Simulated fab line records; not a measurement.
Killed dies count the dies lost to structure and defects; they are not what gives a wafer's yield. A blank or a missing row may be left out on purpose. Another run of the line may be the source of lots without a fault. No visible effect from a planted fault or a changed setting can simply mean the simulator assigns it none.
fab line records + flow n5_finfet
record
- lots=5
- wafers=14
- last_day=19
route steps=1938 shown BEOL_M3@960 BEOL_M4@1111 PASSIVATION@1936
lots that met no fault: from a run of the same line without faults
start_h: hours from the record's first day to the start of the lot's first wafer shown + wait_h: time in hours since the lot's previous step + " repeats the value in the row above + L1.1+2: a row that stands for several wafers + - either no value or no given start + * or withheld: withheld + < > ~ a bound
route shown NAME@n: a module of which the file shows steps, and the number in the route of the first + usual: average and standard deviation across the fault-free wafers + same: alike in all rows + chamber/n: place in a boat + sites: the reading at each site + _std_site: standard deviation across them + _edge_site: the outer-site mean with the inner-site mean subtracted + radius_mm: how far each site lies from the wafer's centre + mask NAME#n: copy n + behind: the tool/chamber that last shaped the wafer + hold: why the lot was held/for how many hours/how that ended + device: the transistor (n, p or np) that didn't switch + end of line: at the end of the route, the tests of the same wafers + step lacking rows: just its recipe + killed: not the wafer's yield, but the dies lost to structure and defects at the first sort + map: the dies of a wafer, with x for killed, . for not killed, _ for no die there
set.NAME: setting as actually run; set.NAME@STEP: the setting as run at that earlier step + model.NAME: the simulator's own value behind a step, which no gauge read
lots seen at some steps along the route; tables by step, rows by wafer
services: from which hour (start_h, from the record's first day; less than 0 if before it) a tool's chamber was out of use, for how many hours, and why
## steps
# step N5_BEOL_M3_COAT_22
# recipe
- resist=CAR-EUV
- spin_rpm=1500
- resist_thk_nm=30
# step N5_BEOL_M3_EBR_24
# recipe
- solvent=PGMEA
- ebr_width_mm=1.5
# step N5_BEOL_M3_SOFTBAKE_23
# recipe
- temp_c=110
- time_s=60
- resist=CAR-EUV
# step N5_BEOL_M3_EXPOSE_25
# recipe
- mask_id=V2
- na=0.33
- source_shape=quasar
- sigma_inner=0.2
- sigma_outer=0.8
- polarization=unpolarized
- defocus_nm=5
- dose_mj=63
# step N5_BEOL_M3_PEB_26
# recipe
- peb_temp_c=100
- peb_time_s=60
- resist=CAR-EUV
# step N5_BEOL_M3_DEVELOP_27
# recipe
- develop_time_s=30
- developer=TMAH
- resist=CAR-EUV
- rinse_liquid=surfactant_rinse
- dry=air_spin
- dev_temp_c=23
# step N5_BEOL_M3_CD_MEAS_28
# recipe
- target_cd_nm=25.7
- landing_energy_ev=500
- detector=se_inlens
- target_cd_y_nm=23.3
- polarity=opening
# usual
- cd_nm=25.63/0.22
| lot.wafer | tool      | chamber | start_h | wait_h | cd_nm |
|-----------|-----------|---------|---------|--------|-------|
| L817.1    | cd_sem-02 | 0       | 159.89  | -      | 25.84 |
| L817.4    | "         | 0       | "       | "      | 25.69 |
| L817.5    | "         | 0       | "       | "      | 25.56 |
| L828.1    | cd_sem-02 | 0       | 214.14  | -      | 25.34 |
| L828.4    | "         | 0       | "       | "      | 25.66 |
| L828.5    | "         | 0       | "       | "      | 25.65 |
| L833.1    | cd_sem-03 | 0       | 257.44  | -      | 25.86 |
| L833.5    | "         | 0       | "       | "      | 25.99 |
| L838.2    | cd_sem-03 | 0       | 299.99  | -      | 25.85 |
| L838.3    | "         | 0       | "       | "      | 25.63 |
| L838.6    | "         | 0       | "       | "      | 25.61 |
| L839.1    | cd_sem-02 | 0       | 312.71  | -      | 25.72 |
| L839.2    | "         | 0       | "       | "      | 25.50 |
| L839.4    | "         | 0       | "       | "      | 25.17 |
# step N5_BEOL_M3_OVL_MEAS_29
# recipe
- points_per_wafer=522
# usual
- V2_OVL=0.1/0.67
| lot.wafer | tool       | chamber | start_h | wait_h | V2_OVL[nm] |
|-----------|------------|---------|---------|--------|------------|
| L817.1    | overlay-01 | 0       | 159.92  | 0.0    | -0.5       |
| L817.4    | "          | 0       | "       | "      | 0.8        |
| L817.5    | "          | 0       | "       | "      | 0.6        |
| L828.1    | overlay-02 | 0       | 214.17  | 0.0    | 0.8        |
| L828.4    | "          | 0       | "       | "      | -0.3       |
| L828.5    | "          | 0       | "       | "      | 0.6        |
| L833.1    | overlay-02 | 0       | 257.47  | 0.0    | -0.5       |
| L833.5    | "          | 0       | "       | "      | -1.2       |
| L838.2    | overlay-02 | 0       | 300.03  | 0.0    | -0.7       |
| L838.3    | "          | 0       | "       | "      | -0.8       |
| L838.6    | "          | 0       | "       | "      | 0.3        |
| L839.1    | overlay-01 | 0       | 312.75  | 0.0    | -0.8       |
| L839.2    | "          | 0       | "       | "      | -1.4       |
| L839.4    | "          | 0       | "       | "      | -0.7       |
# step N5_BEOL_M3_INSPECT_30
# recipe
- mode=adi
- inspect_instrument=brightfield
# usual
- raw_defect_count=390/78
| lot.wafer | tool              | chamber | start_h | wait_h | raw_defect_count |
|-----------|-------------------|---------|---------|--------|------------------|
| L817.1    | defect_inspect-02 | -       | 159.98  | 0.1    | 448              |
| L817.4    | "                 | -       | "       | "      | 368              |
| L817.5    | "                 | -       | "       | "      | 297              |
| L828.1    | defect_inspect-02 | -       | 214.23  | 0.1    | 334              |
| L828.4    | "                 | -       | "       | "      | 460              |
| L828.5    | "                 | -       | "       | "      | 263              |
| L833.1    | defect_inspect-02 | -       | 257.54  | 0.1    | 552              |
| L833.5    | "                 | -       | "       | "      | 417              |
| L838.2    | defect_inspect-02 | -       | 300.08  | 0.0    | 389              |
| L838.3    | "                 | -       | "       | "      | 371              |
| L838.6    | "                 | -       | "       | "      | 416              |
| L839.1    | defect_inspect-01 | -       | 312.81  | 0.1    | 334              |
| L839.2    | "                 | -       | "       | "      | 302              |
| L839.4    | "                 | -       | "       | "      | 294              |
# step N5_BEOL_M3_DESCUM_33
# recipe
- chemistry=O2
- time_s=7
- source_power_w=50
- bias_power_w=20
- pressure_mtorr=20
- rf_frequency_hz=2.712e+07
- temp_c=40
- resist=CAR-EUV
- o2_flow_sccm=225
# usual
- drypump_motor_current_A=5.7/0.34
- oes_product_au=0.76/0.077
- rf_vpp_V=243.4/1.4
- showerhead_plenum_p_Torr=2.11/0.075
- throttle_valve_pct=20.62/0.22
| lot.wafer | tool        | chamber | start_h | wait_h | drypump_motor_current_A | oes_product_au | rf_hours_counter_h | rf_vpp_V | showerhead_plenum_p_Torr | throttle_valve_pct |
|-----------|-------------|---------|---------|--------|-------------------------|----------------|--------------------|----------|--------------------------|--------------------|
| L817.1    | rie_diel-03 | 1       | 160.02  | 0.0    | 6.0                     | 0.70           | 250                | 241.2    | 1.96                     | 20.80              |
| L817.4    | "           | 3       | "       | "      | 5.5                     | 0.76           | 191                | 242.0    | 2.10                     | 20.93              |
| L817.5    | "           | 1       | "       | "      | 6.0                     | 0.70           | -                  | 241.8    | 1.96                     | 20.82              |
| L828.1    | rie_diel-01 | 3       | 214.26  | 0.0    | 6.4                     | 0.73           | 192                | 241.0    | 1.98                     | 20.48              |
| L828.4    | "           | 2       | "       | "      | 5.5                     | 0.73           | 175                | 243.9    | 2.16                     | 20.75              |
| L828.5    | "           | 1       | "       | "      | 6.0                     | 0.74           | -                  | 244.1    | 2.08                     | 20.69              |
| L833.1    | rie_diel-03 | 1       | 257.57  | 0.0    | 5.9                     | 0.90           | 18                 | 247.3    | 2.22                     | 20.49              |
| L833.5    | "           | 1       | "       | "      | 5.9                     | 0.90           | -                  | 246.1    | 2.22                     | 20.50              |
| L838.2    | rie_diel-03 | 3       | 300.26  | 0.2    | 5.5                     | 0.71           | 229                | 241.3    | 2.09                     | 20.99              |
| L838.3    | "           | 0       | "       | "      | 5.4                     | 0.72           | 208                | 243.1    | 2.09                     | 20.65              |
| L838.6    | "           | 3       | "       | "      | 5.5                     | 0.72           | -                  | 243.3    | 2.09                     | 21.00              |
| L839.1    | rie_diel-02 | 1       | 312.84  | 0.0    | 5.6                     | 0.70           | 221                | 242.9    | 2.16                     | 20.77              |
| L839.2    | "           | 3       | "       | "      | 5.1                     | 0.90           | 54                 | 244.3    | 2.24                     | 20.66              |
| L839.4    | "           | 2       | "       | "      | 5.7                     | 0.69           | 230                | 243.8    | 2.04                     | 20.64              |
# step N5_BEOL_M3_ETCH_77
# recipe
- chemistry=N2/H2
- target=underlayer
- target_depth_a=65
- mask_material=CAR-EUV
- time_s=5.2
- ion_energy_ev=200
- pressure_mtorr=30
- source_w=840
- bias_w=150
- n2_flow_sccm=200
- h2_flow_sccm=200
- ends=cleared
# usual
- drypump_motor_current_A=5.7/0.34
- etch_rf_on_time_s=5.19/0.12
- oes_product_au=0.65/0.066
- rf_vpp_V=524.2/2.6
- showerhead_plenum_p_Torr=2.56/0.084
- throttle_valve_pct=18.06/0.23
| lot.wafer | tool        | chamber | start_h | wait_h | drypump_motor_current_A | etch_rf_on_time_s | oes_product_au | rf_hours_counter_h | rf_vpp_V | showerhead_plenum_p_Torr | throttle_valve_pct |
|-----------|-------------|---------|---------|--------|-------------------------|-------------------|----------------|--------------------|----------|--------------------------|--------------------|
| L817.1    | rie_diel-03 | 1       | 160.06  | 0.0    | 5.9                     | 5.04              | 0.61           | 250                | 519.9    | 2.39                     | 18.35              |
| L817.4    | "           | 3       | "       | "      | 5.5                     | 5.23              | 0.63           | 191                | 524.5    | 2.52                     | 18.24              |
| L817.5    | "           | 1       | "       | "      | 5.9                     | 5.14              | 0.60           | -                  | 519.8    | 2.39                     | 18.35              |
| L828.1    | rie_diel-01 | 3       | 214.30  | 0.0    | 6.4                     | 5.09              | 0.62           | 192                | 519.5    | 2.43                     | 18.08              |
| L828.4    | "           | 2       | "       | "      | 5.5                     | 5.21              | 0.62           | 175                | 526.9    | 2.64                     | 18.21              |
| L828.5    | "           | 1       | "       | "      | 6.0                     | 5.23              | 0.63           | -                  | 524.3    | 2.53                     | 18.24              |
| L833.1    | rie_diel-03 | 1       | 257.60  | 0.0    | 6.0                     | 5.00              | 0.79           | 18                 | 528.2    | 2.70                     | 17.98              |
| L833.5    | "           | 1       | "       | "      | 5.9                     | 4.90              | 0.78           | -                  | 529.4    | 2.71                     | 17.97              |
| L838.2    | rie_diel-03 | 3       | 300.29  | 0.0    | 5.4                     | 5.36              | 0.60           | 229                | 522.7    | 2.50                     | 18.28              |
| L838.3    | "           | 0       | "       | "      | 5.4                     | 5.16              | 0.61           | 208                | 522.6    | 2.53                     | 18.18              |
| L838.6    | "           | 3       | "       | "      | 5.5                     | 5.33              | 0.61           | -                  | 522.5    | 2.50                     | 18.29              |
| L839.1    | rie_diel-02 | 1       | 312.88  | 0.0    | 5.6                     | 5.36              | 0.59           | 221                | 524.7    | 2.63                     | 18.20              |
| L839.2    | "           | 3       | "       | "      | 5.0                     | 5.05              | 0.76           | 54                 | 529.4    | 2.69                     | 17.92              |
| L839.4    | "           | 2       | "       | "      | 5.6                     | 5.08              | 0.60           | 230                | 524.0    | 2.51                     | 18.21              |
# step N5_BEOL_M3_ETCH_69
# recipe
- chemistry=CF4
- target=SiARC
- target_depth_a=156
- mask_material=CAR-EUV
- time_s=26
- ion_energy_ev=80
- pressure_mtorr=40
- source_w=545
- bias_w=36
- Ar_flow_sccm=100
- cf4_flow_sccm=100
- ends=cleared
# usual
- drypump_motor_current_A=5.7/0.34
- etch_rf_on_time_s=25.9/0.58
- oes_product_au=0.65/0.065
- rf_vpp_V=184.3/1.1
- showerhead_plenum_p_Torr=2.16/0.068
- throttle_valve_pct=15.80/0.21
| lot.wafer | tool        | chamber | start_h | wait_h | drypump_motor_current_A | etch_rf_on_time_s | oes_product_au | rf_hours_counter_h | rf_vpp_V | showerhead_plenum_p_Torr | throttle_valve_pct |
|-----------|-------------|---------|---------|--------|-------------------------|-------------------|----------------|--------------------|----------|--------------------------|--------------------|
| L817.1    | rie_diel-03 | 1       | 160.07  | 0.0    | 5.9                     | 24.9              | 0.61           | 250                | 181.8    | 2.01                     | 16.03              |
| L817.4    | "           | 3       | "       | "      | 5.4                     | 25.9              | 0.64           | 191                | 183.5    | 2.13                     | 16.00              |
| L817.5    | "           | 1       | "       | "      | 5.9                     | 25.1              | 0.61           | -                  | 181.2    | 2.01                     | 16.02              |
| L828.1    | rie_diel-01 | 3       | 214.31  | 0.0    | 6.4                     | 25.4              | 0.62           | 192                | 183.8    | 2.04                     | 15.73              |
| L828.4    | "           | 2       | "       | "      | 5.5                     | 25.4              | 0.63           | 175                | 185.9    | 2.21                     | 16.02              |
| L828.5    | "           | 1       | "       | "      | 6.0                     | 26.3              | 0.62           | -                  | 183.1    | 2.12                     | 15.87              |
| L833.1    | rie_diel-03 | 1       | 257.62  | 0.0    | 6.0                     | 25.2              | 0.79           | 18                 | 185.7    | 2.26                     | 15.59              |
| L833.5    | "           | 1       | "       | "      | 5.9                     | 25.3              | 0.77           | -                  | 186.9    | 2.26                     | 15.57              |
| L838.2    | rie_diel-03 | 3       | 300.31  | 0.0    | 5.5                     | 26.2              | 0.61           | 229                | 184.8    | 2.12                     | 16.06              |
| L838.3    | "           | 0       | "       | "      | 5.4                     | 26.1              | 0.61           | 208                | 182.6    | 2.12                     | 15.74              |
| L838.6    | "           | 3       | "       | "      | 5.5                     | 26.4              | 0.60           | -                  | 183.9    | 2.12                     | 16.06              |
| L839.1    | rie_diel-02 | 1       | 312.89  | 0.0    | 5.6                     | 26.9              | 0.59           | 221                | 184.9    | 2.20                     | 15.86              |
| L839.2    | "           | 3       | "       | "      | 5.0                     | 25.2              | 0.77           | 54                 | 183.9    | 2.27                     | 15.76              |
| L839.4    | "           | 2       | "       | "      | 5.7                     | 25.0              | 0.61           | 230                | 184.9    | 2.12                     | 16.04              |
# step N5_BEOL_M3_ALD_98
# recipe
- material=SiO2
- target_thk_a=25
- temp_c=100
- ald_precursor_family=BDEAS
- ald_co_reactant=O2-plasma
- pulse_time_s=1
- co_reactant_pulse_time_s=1
- purge_time_s=2
- co_reactant_purge_time_s=2
- ald_cycles=17
- pressure_torr=2
# usual
- ald_cycles=17/0
- heater_power_w=78/8.8
- precursor_pulse_height_rel=0.998/0.02
# same
- co_reactant_purge_time_s=2
| lot.wafer | tool       | chamber | start_h | wait_h | ald_cycles | heater_power_w | precursor_pulse_height_rel |
|-----------|------------|---------|---------|--------|------------|----------------|----------------------------|
| L817.1    | ald_sin-03 | 1       | 160.16  | 0.1    | 17         | 91             | 0.994                      |
| L817.4    | "          | 2       | "       | "      | 17         | 76             | 0.975                      |
| L817.5    | "          | 2       | "       | "      | 17         | 76             | 0.996                      |
| L828.1    | ald_sin-01 | 1       | 214.40  | 0.1    | 17         | 82             | 1.008                      |
| L828.4    | "          | 3       | "       | "      | 17         | 91             | 0.974                      |
| L828.5    | "          | 0       | "       | "      | 17         | 87             | 0.992                      |
| L833.1    | ald_sin-01 | 1       | 258.08  | 0.4    | 15         | 86             | 1.014                      |
| L833.5    | "          | 1       | "       | "      | 17         | 87             | 1.027                      |
| L838.2    | ald_sin-02 | 0       | 300.39  | 0.1    | 17         | 65             | 0.975                      |
| L838.3    | "          | 3       | "       | "      | 17         | 76             | 0.960                      |
| L838.6    | "          | 1       | "       | "      | 17         | 70             | 1.013                      |
| L839.1    | ald_sin-03 | 0       | 313.29  | 0.4    | 17         | 75             | 0.983                      |
| L839.2    | "          | 2       | "       | "      | 17         | 75             | 1.000                      |
| L839.4    | "          | 3       | "       | "      | 17         | 69             | 1.017                      |
# step N5_BEOL_M3_ETCHBACK_99
# recipe
- chemistry=CHF3
- target=SiO2
- target_depth_a=50
- time_s=10.4
- source_w=215
- bias_w=47
- Ar_flow_sccm=200
- CHF3_flow_sccm=12
- ion_energy_ev=100
- pressure_mtorr=30
# usual
- CHF3_flow_sccm=12.00/0.035
- drypump_motor_current_A=5.7/0.35
- oes_product_au=0.75/0.073
- rf_vpp_V=241/4
- showerhead_plenum_p_Torr=2.16/0.071
- throttle_valve_pct=17.29/0.2
| lot.wafer | tool        | chamber | start_h | wait_h | CHF3_flow_sccm | drypump_motor_current_A | oes_product_au | rf_hours_counter_h | rf_vpp_V | showerhead_plenum_p_Torr | throttle_valve_pct |
|-----------|-------------|---------|---------|--------|----------------|-------------------------|----------------|--------------------|----------|--------------------------|--------------------|
| L817.1    | rie_diel-03 | 0       | 166.02  | 5.8    | 11.97          | 5.4                     | 0.74           | 176                | 245      | 2.16                     | 17.21              |
| L817.4    | "           | 3       | "       | "      | 11.99          | 5.5                     | 0.74           | -                  | 238      | 2.14                     | 17.44              |
| L817.5    | "           | 0       | "       | "      | 12.01          | 5.4                     | 0.75           | -                  | 244      | 2.16                     | 17.20              |
| L828.1    | rie_diel-01 | 3       | 228.43  | 14.0   | 12.01          | 6.4                     | 0.73           | 194                | 242      | 2.04                     | 17.14              |
| L828.4    | "           | 2       | "       | "      | 11.96          | 5.5                     | 0.73           | 178                | 241      | 2.21                     | 17.39              |
| L828.5    | "           | 2       | "       | "      | 12.01          | 5.5                     | 0.74           | -                  | 241      | 2.21                     | 17.38              |
| L833.1    | rie_diel-02 | 3       | 280.11  | 22.0   | 11.99          | 5.0                     | 0.91           | 43                 | 247      | 2.30                     | 17.25              |
| L833.5    | "           | 2       | "       | "      | 11.92          | 5.7                     | 0.70           | -                  | 233      | 2.13                     | 17.47              |
| L838.2    | rie_diel-03 | 1       | 301.22  | 0.8    | 12.03          | 5.9                     | 0.89           | 31                 | 249      | 2.27                     | 17.10              |
| L838.3    | "           | 2       | "       | "      | 11.94          | 5.4                     | 0.73           | 177                | 239      | 2.13                     | 17.39              |
| L838.6    | "           | 3       | "       | "      | 11.98          | 5.5                     | 0.71           | -                  | 238      | 2.13                     | 17.51              |
| L839.1    | rie_diel-01 | 0       | 313.73  | 0.4    | 12.05          | 5.7                     | 0.68           | 229                | 239      | 2.14                     | 17.41              |
| L839.2    | "           | 1       | "       | "      | 12.02          | 6.0                     | 0.71           | 223                | 242      | 2.13                     | 17.44              |
| L839.4    | "           | 2       | "       | "      | 12.01          | 5.5                     | 0.71           | -                  | 239      | 2.20                     | 17.45              |
# step N5_BEOL_M4_RC_MEAS_101
# usual
- DIBL_N=35.1/1.6
- DIBL_P=34.9/1.8
- IOFF_N=0.143/0.026
- IOFF_P=0.21/0.037
- ION_N=671/11
- ION_P=463/7.8
- SS_N=71.2/0.58
- SS_P=73.0/0.54
- VT_N=251/3
- VT_P=-250/4.1
| lot.wafer | tool      | chamber | start_h | wait_h | DIBL_N[mV/V] | DIBL_P[mV/V] | IOFF_N[nA/um] | IOFF_P[nA/um] | ION_N[uA/um] | ION_P[uA/um] | SS_N[mV/dec] | SS_P[mV/dec] | VT_N[mV] | VT_P[mV] |
|-----------|-----------|---------|---------|--------|--------------|--------------|---------------|---------------|--------------|--------------|--------------|--------------|----------|----------|
| L817.1    | prober-02 | 0       | 186.89  | 0.0    | 36.6         | 36.0         | 0.177         | 0.23          | 693          | 468          | 70.9         | 72.4         | 247      | -246     |
| L817.4    | "         | 0       | "       | "      | 36.0         | 36.2         | 0.172         | 0.24          | 691          | 478          | 71.3         | 73.6         | 246      | -244     |
| L817.5    | "         | 0       | "       | "      | 37.3         | 37.4         | 0.191         | 0.26          | 688          | 473          | 71.5         | 72.5         | 248      | -243     |
| L828.1    | prober-01 | 0       | 249.97  | 0.0    | 34.6         | 33.2         | 0.116         | 0.15          | 673          | 452          | 70.6         | 73.0         | 255      | -257     |
| L828.4    | "         | 0       | "       | "      | 35.2         | 34.2         | 0.126         | 0.17          | 668          | 461          | 71.3         | 72.4         | 255      | -255     |
| L828.5    | "         | 0       | "       | "      | 33.8         | 32.4         | 0.111         | 0.15          | 663          | 451          | 70.7         | 72.0         | 255      | -255     |
| L833.1    | prober-02 | 0       | 311.39  | 0.0    | 33.5         | 31.1         | 0.101         | 0.14          | 657          | 456          | 70.3         | 72.1         | 253      | -255     |
| L833.5    | "         | 0       | "       | "      | 36.4         | 35.6         | 0.141         | 0.20          | 661          | 460          | 70.5         | 73.8         | 252      | -253     |
| L838.2    | prober-02 | 0       | 331.17  | 0.2    | 36.4         | 37.7         | 0.172         | 0.23          | 687          | 467          | 71.1         | 73.7         | 247      | -249     |
| L838.3    | "         | 0       | "       | "      | 36.6         | 38.5         | 0.183         | 0.24          | 691          | 461          | 71.9         | 74.1         | 248      | -250     |
| L838.6    | "         | 0       | "       | "      | 36.3         | 37.8         | 0.191         | 0.23          | 674          | 461          | 71.6         | 73.0         | 244      | -250     |
| L839.1    | prober-01 | 0       | 339.61  | 0.6    | 34.2         | 32.7         | 0.114         | 0.20          | 657          | 468          | 70.9         | 72.2         | 254      | -250     |
| L839.2    | "         | 0       | "       | "      | 36.7         | 33.9         | 0.153         | 0.22          | 662          | 460          | 72.7         | 72.5         | 253      | -246     |
| L839.4    | "         | 0       | "       | "      | 36.3         | 35.8         | 0.155         | 0.26          | 670          | 474          | 71.6         | 73.3         | 251      | -245     |
# step N5_PASSIVATION_PROBE_49
# usual
- defect_limited_yield=91.1/1.4
- killed_at_M0_to_M3=36/11
- killed_at_M4_up=14/5.2
- killed_at_contacts=12/6.1
- killed_at_front_end=40/12
- killed_at_other=3.2/2.5
- killed_dies=105/16
- killed_open=68/12
- killed_short=35/8.7
- sort_bin_5_function=5.2/0.89
- sort_bin_6_memory=3.3/0.66
- sort_n_pass=1074/16
- sort_yield_pct=91.1/1.4
# same
- gross_dies=1180
- killed_at_back_side=0
- sort_bin_4_leakage[%]=0
- sort_bin_8_speed[%]=0
| lot.wafer | tool      | chamber | start_h | wait_h | defect_limited_yield[%] | killed_at_M0_to_M3 | killed_at_M4_up | killed_at_contacts | killed_at_front_end | killed_at_other | killed_dies | killed_open | killed_short | sort_bin_5_function[%] | sort_bin_6_memory[%] | sort_n_pass | sort_yield_pct[%] |
|-----------|-----------|---------|---------|--------|-------------------------|--------------------|-----------------|--------------------|---------------------|-----------------|-------------|-------------|--------------|------------------------|----------------------|-------------|-------------------|
| L817.1    | prober-01 | -       | 320.55  | 0.0    | 88.7                    | 43                 | 22              | 9                  | 58                  | 1               | 133         | 90          | 41           | 6.4                    | 4.6                  | 1047        | 88.7              |
| L817.4    | prober-01 | -       | 320.70  | 0.2    | 89.7                    | 29                 | 15              | 13                 | 63                  | 2               | 122         | 71          | 43           | 5.3                    | 4.2                  | 1058        | 89.7              |
| L817.5    | prober-01 | -       | 320.75  | 0.2    | 89.0                    | 28                 | 23              | 14                 | 63                  | 2               | 130         | 78          | 41           | 5.9                    | 3.8                  | 1050        | 89.0              |
| L833.1    | prober-01 | -       | 411.98  | 0.0    | 92.9                    | 30                 | 9               | 9                  | 35                  | 1               | 84          | 56          | 28           | 4.4                    | 2.5                  | 1096        | 92.9              |
| L833.5    | prober-01 | -       | 412.18  | 0.2    | 94.1                    | 15                 | 14              | 11                 | 24                  | 6               | 70          | 46          | 23           | 3.9                    | 1.9                  | 1110        | 94.1              |
# killed by level:class
L817.1 STI_FIN_REVEAL:geometric_particle:open=17 BEOL_M2:geometric_particle:open=14 FIN_SAQP:geometric_particle:open=8 BEOL_M0_SAQP:geometric_particle:short=8 BEOL_M1:geometric_particle:open=8 DUMMY_GATE:geometric_particle:open=7 MOL_CONTACT_COAG:geometric_particle:open=7 STI_FIN_REVEAL:geometric_particle:short=6
L817.4 STI_FIN_REVEAL:geometric_particle:open=15 FIN_SAQP:geometric_particle:short=13 MOL_CONTACT_COAG:geometric_particle:open=12 BEOL_M2:geometric_particle:open=9 GATE_CUT:geometric_particle:short=8 FIN_SAQP:geometric_particle:open=6 STI_FIN_REVEAL:geometric_particle:short=6 BEOL_M4:geometric_particle:open=6
L817.5 STI_FIN_REVEAL:geometric_particle:open=18 MOL_CONTACT_COAG:geometric_particle:open=12 BEOL_M4:geometric_particle:open=10 FIN_SAQP:geometric_particle:short=9 FIN_SAQP:geometric_particle:open=9 BEOL_M0_SAQP:geometric_particle:short=6 BEOL_M2:geometric_particle:open=6 HKMG_FIN:area_etch=6
L833.1 FIN_SAQP:geometric_particle:open=13 MOL_CONTACT_COAG:geometric_particle:open=8 BEOL_M2:geometric_particle:open=8 FIN_SAQP:geometric_particle:short=6 STI_FIN_REVEAL:geometric_particle:open=6 BEOL_M0_SAQP:geometric_particle:short=6 BEOL_M1:geometric_particle:open=4 DUMMY_GATE:geometric_particle:open=3
L833.5 MOL_CONTACT_COAG:geometric_particle:open=9 FIN_SAQP:geometric_particle:short=7 STI_FIN_REVEAL:geometric_particle:open=7 BEOL_M8:geometric_particle:open=6 BEOL_M3:geometric_particle:open=5 BEOL_M0_SAQP:geometric_particle:short=4 BEOL_M4:geometric_particle:open=4 MIM_TOP:geometric_particle:open=3
## services
| tool        | chamber | start_h | hours | kind                          |
|-------------|---------|---------|-------|-------------------------------|
| rie_diel-01 | 1       | 149.61  | 2.3   | repair                        |
| rie_diel-01 | 2       | 150.61  | 2.8   | repair                        |
| rie_diel-03 | 1       | 161.54  | -     | clean                         |
| rie_diel-03 | 1       | 161.54  | -     | consumable_replace:focus_ring |
| rie_diel-03 | 1       | 161.54  | -     | consumable_replace:showerhead |
| rie_diel-03 | 1       | 161.54  | 15.7  | scheduled_down                |
| rie_diel-03 | 1       | 161.54  | 15.7  | vent_cycle                    |
| ald_sin-02  | 3       | 171.92  | 2.8   | repair                        |
| ald_sin-03  | -       | 176.75  | 14.0  | pm                            |
| ald_sin-03  | 0       | 176.75  | 14.0  | vent_cycle                    |
| ald_sin-03  | 1       | 176.75  | 14.0  | vent_cycle                    |
| ald_sin-03  | 2       | 176.75  | 14.0  | vent_cycle                    |
| ald_sin-03  | 3       | 176.75  | 14.0  | vent_cycle                    |
| ald_sin-03  | -       | 190.75  | 6.0   | pm                            |
| ald_sin-01  | 2       | 202.06  | 4.0   | repair                        |
| ald_sin-01  | 3       | 233.46  | 13.0  | repair                        |
| ald_sin-01  | -       | 235.12  | 0.7   | repair                        |
| rie_diel-03 | -       | 238.74  | 15.6  | pm                            |
| rie_diel-02 | -       | 241.28  | 5.4   | repair                        |
| ald_sin-03  | 3       | 245.65  | 11.3  | repair                        |
| rie_diel-03 | 0       | 260.05  | 1.3   | repair                        |
| ald_sin-01  | 3       | 281.96  | 2.0   | repair                        |
| ald_sin-02  | -       | 297.51  | 0.7   | repair                        |
| ald_sin-02  | -       | 304.12  | 2.4   | repair                        |
## key
first_sign
- step=N5_BEOL_M3_ALD_98
- reading=ald_cycles
- direction=down
- sigmas=99+
- usual=*
- struck=*
effect none on later readings
met_at N5_BEOL_M3_ALD_98
struck_wafers L833.1
onset_between 214.40 258.08
fault
- kind=process_parameter_drift
- tool=ald_sin-01
- chamber=-
- onset_h=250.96
- steps=N5_BEOL_M3_ALD_98
- channel=ald_cycles
- offset=*
- shape=step
- end_h=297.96
- scope=struck_wafers_only
- acts_in=*
- stated=*
